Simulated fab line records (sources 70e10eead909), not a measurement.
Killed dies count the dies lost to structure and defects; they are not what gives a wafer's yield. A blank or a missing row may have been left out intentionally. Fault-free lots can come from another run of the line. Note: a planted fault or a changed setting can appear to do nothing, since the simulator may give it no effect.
Matching of chambers || flow nand_harc || 4 sister chambers for NHARC_A_WL_FILL_ETCHBACK_16 on rie_diel-08
The step etches the open film in C4F8/O2/Ar, target depth 120 nm, time 24 s. 14 wafers are shown with their chamber, then 7 later ones without.

## EACH WAFER AND ITS CHAMBER
{"wafer": "L201.2", "chamber": 0, "rf_vpp_V (V)": 720, "run_length_s (s)": 45.7, "oes_product_au (a.u.)": 1.009}
{"wafer": "L201.4", "chamber": 3, "rf_vpp_V (V)": 730, "run_length_s (s)": 45.8, "oes_product_au (a.u.)": 0.994}
{"wafer": "L201.6", "chamber": 0, "rf_vpp_V (V)": 720, "run_length_s (s)": 45.5, "oes_product_au (a.u.)": 1.000}
{"wafer": "L202.2", "chamber": 1, "rf_vpp_V (V)": 724, "run_length_s (s)": 45.2, "oes_product_au (a.u.)": 1.009}
{"wafer": "L202.4", "chamber": 0, "rf_vpp_V (V)": 720, "run_length_s (s)": 45.6, "oes_product_au (a.u.)": 1.009}
{"wafer": "L202.6", "chamber": 3, "rf_vpp_V (V)": 728, "run_length_s (s)": 45.4, "oes_product_au (a.u.)": 1.000}
{"wafer": "L207.1", "chamber": 1, "rf_vpp_V (V)": 724, "run_length_s (s)": 45.5, "oes_product_au (a.u.)": 0.997}
{"wafer": "L207.2", "chamber": 2, "rf_vpp_V (V)": 724, "run_length_s (s)": 45.1, "oes_product_au (a.u.)": 0.990}
{"wafer": "L207.3", "chamber": 3, "rf_vpp_V (V)": 728, "run_length_s (s)": 45.5, "oes_product_au (a.u.)": 1.000}
{"wafer": "L209.2", "chamber": 3, "rf_vpp_V (V)": 729, "run_length_s (s)": 45.5, "oes_product_au (a.u.)": 0.994}
{"wafer": "L209.4", "chamber": 0, "rf_vpp_V (V)": 722, "run_length_s (s)": 45.6, "oes_product_au (a.u.)": 1.008}
{"wafer": "L209.6", "chamber": 2, "rf_vpp_V (V)": 721, "run_length_s (s)": 45.2, "oes_product_au (a.u.)": 0.993}
{"wafer": "L211.1", "chamber": 0, "rf_vpp_V (V)": 721, "run_length_s (s)": 45.6, "oes_product_au (a.u.)": 1.006}
{"wafer": "L211.3", "chamber": 1, "rf_vpp_V (V)": 725, "run_length_s (s)": 45.5, "oes_product_au (a.u.)": 0.994}

SIGNATURES (averages over the wafers above)
{"reading": "rf_vpp_V", "chamber 0": 720.60, "chamber 1": 724.33, "chamber 2": 722.50, "chamber 3": 728.75, "scatter within a chamber": 1.05}
{"reading": "run_length_s", "chamber 0": 45.600, "chamber 1": 45.400, "chamber 2": 45.150, "chamber 3": 45.550, "scatter within a chamber": 0.132}
{"reading": "oes_product_au", "chamber 0": 1.00640, "chamber 1": 1.00000, "chamber 2": 0.99150, "chamber 3": 0.99700, "scatter within a chamber": 0.00473}
Rule: a wafer lies at a distance from a chamber equal to the root of the sum of squares, over the readings, of (its reading less the chamber's mean, divided by the reading's scatter). The wafer belongs to the nearest chamber; if the next one is less than 2 further off, it can't be placed. The scatter: the root of (the sum of the squares of (reading less its chamber's mean) over the shown wafers, divided by (wafers less chambers)).

## WAFERS WITHOUT THEIR CHAMBER
{"wafer": "L211.6", "rf_vpp_V (V)": 724, "run_length_s (s)": 44.8, "oes_product_au (a.u.)": 0.980}
{"wafer": "L213.4", "rf_vpp_V (V)": 728, "run_length_s (s)": 45.7, "oes_product_au (a.u.)": 0.995}
{"wafer": "L213.5", "rf_vpp_V (V)": 723, "run_length_s (s)": 45.8, "oes_product_au (a.u.)": 1.019}
{"wafer": "L213.6", "rf_vpp_V (V)": 729, "run_length_s (s)": 45.9, "oes_product_au (a.u.)": 1.003}
{"wafer": "L217.1", "rf_vpp_V (V)": 729, "run_length_s (s)": 45.9, "oes_product_au (a.u.)": 1.001}
{"wafer": "L216.2", "rf_vpp_V (V)": 720, "run_length_s (s)": 45.7, "oes_product_au (a.u.)": 0.993}
{"wafer": "L218.2", "rf_vpp_V (V)": 721, "run_length_s (s)": 44.9, "oes_product_au (a.u.)": 1.000}

## CHAMBER TAKEN BY EACH
{"wafer": "L211.6", "from the rows above": 2, "in truth": 2}
{"wafer": "L213.4", "from the rows above": 3, "in truth": 3}
{"wafer": "L213.5", "from the rows above": "can't be placed: 0 or 1", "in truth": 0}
{"wafer": "L213.6", "from the rows above": 3, "in truth": 3}
{"wafer": "L217.1", "from the rows above": 3, "in truth": 3}
{"wafer": "L216.2", "from the rows above": "can't be placed: 0 or 2 or 1", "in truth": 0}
{"wafer": "L218.2", "from the rows above": "can't be placed: 2 or 1", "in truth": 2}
Correct placement for 4 of the 7. Cannot be placed on the basis of these rows: 3; the candidates contain the true chamber in 3. Number placed wrongly: 0.
